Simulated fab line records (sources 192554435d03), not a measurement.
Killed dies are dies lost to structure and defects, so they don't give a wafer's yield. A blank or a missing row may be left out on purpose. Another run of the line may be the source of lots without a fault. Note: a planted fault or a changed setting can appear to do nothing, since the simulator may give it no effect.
A lot that was struck, set against a sound lot    flow n5 finfet    15 steps out of a route of 1938
Sound: these wafers, L278.1, L278.4, L278.5. Struck: wafer L286.6. (L286.3, L286.5 of the same lot were not struck and are left out.) The cause comes at the end.
At each step with rows: each side's tool, then ch and its chambers, then its first start. Under that, the readings that differ: sound wafers    struck wafers    difference of the means    sigmas: that difference in standard deviations of wafers without a fault.
alike: same words and numbers on both sides, and readings whose means sit less than 2 such deviations apart. not compared: any withheld reading, any reading some wafer has no value for, any bound like >300 that may hide the same value, and any number with overlapping values for which the record gives no deviation.
Wherever a step has rows on one side only, a row that says differs or no value, or a row with sigmas, the two part there. Non-overlapping numbers with no deviation appear without sigmas and do not part them. Lack of a reading on every wafer of one side parts them only where that side has two or more wafers.

first, 7 steps without rows for these wafers: N5_BEOL_M4_COAT_76 (time 60 s, resist thk 5 nm); N5_BEOL_M4_COAT_22 (resist thk 30 nm); N5_BEOL_M4_EBR_24; N5_BEOL_M4_SOFTBAKE_23 (time 60 s); N5_BEOL_M4_EXPOSE_25 (exposes mask V3, defocus 5 nm); N5_BEOL_M4_PEB_26 (peb time 60 s); N5_BEOL_M4_DEVELOP_27 (develop time 30 s).
N5_BEOL_M4_CD_MEAS_28: target cd 26.2 nm, target cd y 24.1 nm.
  sound on cd sem-01 ch 0, day 8 16:50; struck on cd sem-02 ch 0, day 11 04:08
  alike: cd nm
N5_BEOL_M4_OVL_MEAS_29:
  sound on overlay-02 ch 0, day 8 16:52; struck on overlay-01 ch 0, day 11 04:11
  alike: V3_OVL
N5_BEOL_M4_INSPECT_30: inspects for defects (brightfield).
  sound on defect inspect-02 at day 8 16:55; struck on defect inspect-01 at day 11 04:14
  alike: raw defect count
N5_BEOL_M4_DESCUM_33: chemistry O2, time 7 s.
  sound on rie diel-01 ch 0,2,3, day 8 17:17; struck on rie diel-01 ch 3, day 11 04:18
  alike: chamber pressure mTorr, drypump motor current A, oes product au, rf vpp V, showerhead plenum p Torr, throttle valve pct
  not compared: rf hours counter h
N5_BEOL_M4_ETCH_77: etches underlayer in N2/H2, target depth 6.5 nm, time 5.2 s.
  sound on rie diel-01 ch 0,2,3, day 8 17:19; struck on rie diel-01 ch 3, day 11 04:20
  alike: chamber pressure mTorr, drypump motor current A, etch rf on time s, oes product au, rf vpp V, showerhead plenum p Torr, throttle valve pct
  not compared: rf hours counter h
N5_BEOL_M4_ETCH_69: etches SiARC in CF4, target depth 15.6 nm, time 26 s.
  sound on rie diel-01 ch 0,2,3, day 8 17:20; struck on rie diel-01 ch 3, day 11 04:22
reading                sound           struck  difference  sigmas
etch rf on time s (s)  25.0 26.4 26.8  37.5    +11.4       +13
oes product au (a.u.)  0.72 0.60 0.76  0.49    -0.20       -3
  alike: chamber pressure mTorr, drypump motor current A, rf vpp V, showerhead plenum p Torr, throttle valve pct
  not compared: rf hours counter h
N5_BEOL_M4_ALD_98: deposits SiO2, target thk 2.5 nm, pulse time 1 s, co reactant pulse time 1 s.
  sound on ald sin-02 ch 1,2, day 8 17:34; struck on ald sin-02 ch 0, day 11 04:26
  alike: heater power w, precursor pulse height rel
N5_BEOL_M4_RC_MEAS_101:
  sound on prober-02 ch 0, day 9 03:21; struck on prober-01 ch 0, day 11 12:44
reading        sound           struck  difference  sigmas
SS_N (mV/dec)  71.2 71.6 71.5  69.9    -1.5        -2
  alike: DIBL_N, DIBL_P, IOFF_N, IOFF_P, ION_N, ION_P, SS_P, VT_N, VT_P

== WHERE THEY PART ==
First at N5_BEOL_M4_ETCH_69; last, within this record, at N5_BEOL_M4_RC_MEAS_101.

WHY: what the simulator had put in
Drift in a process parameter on rie diel-01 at N5_BEOL_M4_ETCH_69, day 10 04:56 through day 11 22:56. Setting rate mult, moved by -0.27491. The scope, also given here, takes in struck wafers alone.
